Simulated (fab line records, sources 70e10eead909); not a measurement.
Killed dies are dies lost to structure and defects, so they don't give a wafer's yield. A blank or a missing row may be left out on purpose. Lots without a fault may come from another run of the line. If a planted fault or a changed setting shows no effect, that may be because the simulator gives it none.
Struck lot and sound lot, side by side ; flow nand-harc ; 26 steps out of a route of 1302
Sound: the wafers L545.2, L545.3, L545.5. Struck: wafers L554.1, L554.5, L554.6. The cause is named last.
At each step with rows: each side's tool, then ch and its chambers, then its first start. Under that, the readings that differ: sound wafers ; struck wafers ; difference of the means ; sigmas: that difference in standard deviations of wafers without a fault.
alike: same words and numbers on both sides, and readings whose means sit less than 2 such deviations apart. not compared: any withheld reading, any reading some wafer has no value for, any bound like >300 that may hide the same value, and any number with overlapping values for which the record gives no deviation.
A row with sigmas, a row that says differs or no value, or rows on one side alone: a step with any of these is where the two part. Numbers that don't overlap but have no deviation are shown without sigmas and don't part them. A reading missing from all wafers of one side parts the sides only when that side holds two or more wafers.

first, 4 steps without rows for these wafers: NHARC_A_CHANNEL_HOLE_D1_ETCH_38 (etches the open film in CF4, target depth 39 nm, time 65 s); NHARC_A_CHANNEL_HOLE_D1_ETCH_39 (etches the open film in N2/H2, target depth 260 nm, time 325 s); NHARC_A_CHANNEL_HOLE_D1_ETCH_34 (etches the open film in CF4/CHF3, target depth 154 nm, time 77 s); NHARC_A_CHANNEL_HOLE_D1_ETCH_16 (etches the open film in O2/COS, target depth 3100 nm, time 806 s).
NHARC_A_CHANNEL_HOLE_D1_CD_MEAS_18:
  sound on cd-sem-02 at day 11 20:04; struck on cd-sem-02 at day 15 12:05
  alike: cd-nm
then, 2 steps without rows for these wafers: NHARC_A_CHANNEL_HOLE_D1_ETCH_19 (etches the open film in C4F8/O2/Ar, time 34.5 s); NHARC_A_CHANNEL_HOLE_D1_ETCH_20 (etches the open film in C4F8/O2/Ar, time 361.9 s, target depth 1600 nm).
NHARC_A_CHANNEL_HOLE_D1_ETCH_21: etches the open film in C4F8/O2/Ar, time 514.3 s, target depth 1600 nm.
  sound on har-etch-02 ch 0, day 11 21:08; struck on har-etch-02 ch 0,1, day 15 12:35
  alike: drypump-motor-current-A, showerhead-plenum-p-Torr, throttle-valve-pct
  not compared: rf-hours-counter-h
then, 2 steps without rows for these wafers: NHARC_A_CHANNEL_HOLE_D1_ETCH_22 (etches the open film in C4F8/O2/Ar, time 666.7 s, target depth 1600 nm); NHARC_A_CHANNEL_HOLE_D1_ETCH_23 (etches the open film in C4F8/O2/Ar, time 819 s, target depth 1600 nm).
NHARC_A_CHANNEL_HOLE_D1_ETCH_24: etches the open film in C4F8/O2/Ar, time 906.2 s, target depth 1500 nm.
  sound on har-etch-02 ch 0, day 12 00:39; struck on har-etch-02 ch 0,1, day 15 14:17
  alike: drypump-motor-current-A, showerhead-plenum-p-Torr, throttle-valve-pct
  not compared: rf-hours-counter-h
NHARC_A_CHANNEL_HOLE_D1_ETCH_25: etches the open film in C4F8/O2/Ar, time 1040.2 s, target depth 1500 nm.
  sound on har-etch-02 ch 0, day 12 02:14; struck on har-etch-02 ch 0,1, day 15 15:02
  alike: drypump-motor-current-A, showerhead-plenum-p-Torr, throttle-valve-pct
  not compared: rf-hours-counter-h
NHARC_A_CHANNEL_HOLE_D1_ETCH_26: etches the open film in C4F8/O2/Ar, time 224.1 s, target depth 300 nm.
  sound on har-etch-02 ch 0, day 12 03:47; struck on har-etch-02 ch 0,1, day 15 15:55
reading;sound;struck;difference;sigmas
rf-fwd-power-W (W);1994.9 2000.9 1999.6;- - -;no value on the struck wafers;
  alike: drypump-motor-current-A, showerhead-plenum-p-Torr, throttle-valve-pct
  not compared: rf-hours-counter-h
NHARC_A_CHANNEL_HOLE_D1_ETCH_33: etches the open film in C4F8/O2/Ar, time 90 s, target depth 400 nm.
  sound on har-etch-02 ch 0, day 12 04:10; struck on har-etch-02 ch 0,1, day 15 16:06
  alike: drypump-motor-current-A, rf-fwd-power-W, showerhead-plenum-p-Torr, throttle-valve-pct
  not compared: rf-hours-counter-h
then, 7 steps without rows for these wafers: NHARC_A_CHANNEL_HOLE_D1_STRIP_41 (strips in N2/H2); NHARC_A_CHANNEL_HOLE_D1_STRIP_42 (strips in CF4/CHF3); NHARC_A_CHANNEL_HOLE_D1_STRIP_43 (strips in O2/COS); NHARC_A_CHANNEL_HOLE_D1_ETCH_44 (etches the open film in CF4/O2, target depth 140 nm, overetch 14 nm, time 77 s); NHARC_A_CHANNEL_HOLE_D1_STRIP_27 (strips in O2); NHARC_A_CHANNEL_HOLE_D1_PRECLEAN_28 (cleans in SC1); NHARC_A_CHANNEL_HOLE_D1_SRD_29.
NHARC_A_CHANNEL_HOLE_D1_CD_MEAS_30:
  sound on cd-sem-02 at day 12 05:50; struck on cd-sem-02 at day 15 17:40
  alike: cd-nm
NHARC_A_CHANNEL_HOLE_D1_XSEM_31:
  sound on xsem-02 ch 0, day 12 05:56; struck on xsem-01 ch 0, day 15 17:45
reading;sound;struck;difference;sigmas
bow-nm (nm);8.8 8.8 8.8;8.1 8.2 8.1;-0.7;-2
tilt-deg (degrees);0.01 0.01 0.01;0.09 0.09 0.09;+0.08;+2
  alike: bot-cd-nm
NHARC_A_CHANNEL_HOLE_D1_INSPECT_40:
  sound on defect-inspect-01 at day 12 06:02; struck on defect-inspect-01 at day 15 17:51
reading;sound;struck;difference;sigmas
raw-defect-count;76 107 75;600 601 624;+522;+19
then, 1 step without rows for these wafers: NHARC_A_CHANNEL_FILL_D1_PRECLEAN_00 (cleans in SC1).
-- the record jumps here: 15 days lie between the struck wafers' starts before and after (it left off in module A_CHANNEL_FILL_D1 and takes up again in module END, whose first step shown is number 1302 of the route) --
NHARC_END_SORT_01:
  only the struck wafers appear in the record here, on prober-02 ch 0 at day 31 03:44; the sound ones have no rows

WHERE THEY PART
Last at NHARC_END_SORT_01 as far as this record goes, first at NHARC_A_CHANNEL_HOLE_D1_ETCH_26.

WHY: what had been put in by the simulator
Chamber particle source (har-etch-02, NHARC_A_CHANNEL_HOLE_D1_ETCH_26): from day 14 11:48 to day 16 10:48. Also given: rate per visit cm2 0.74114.
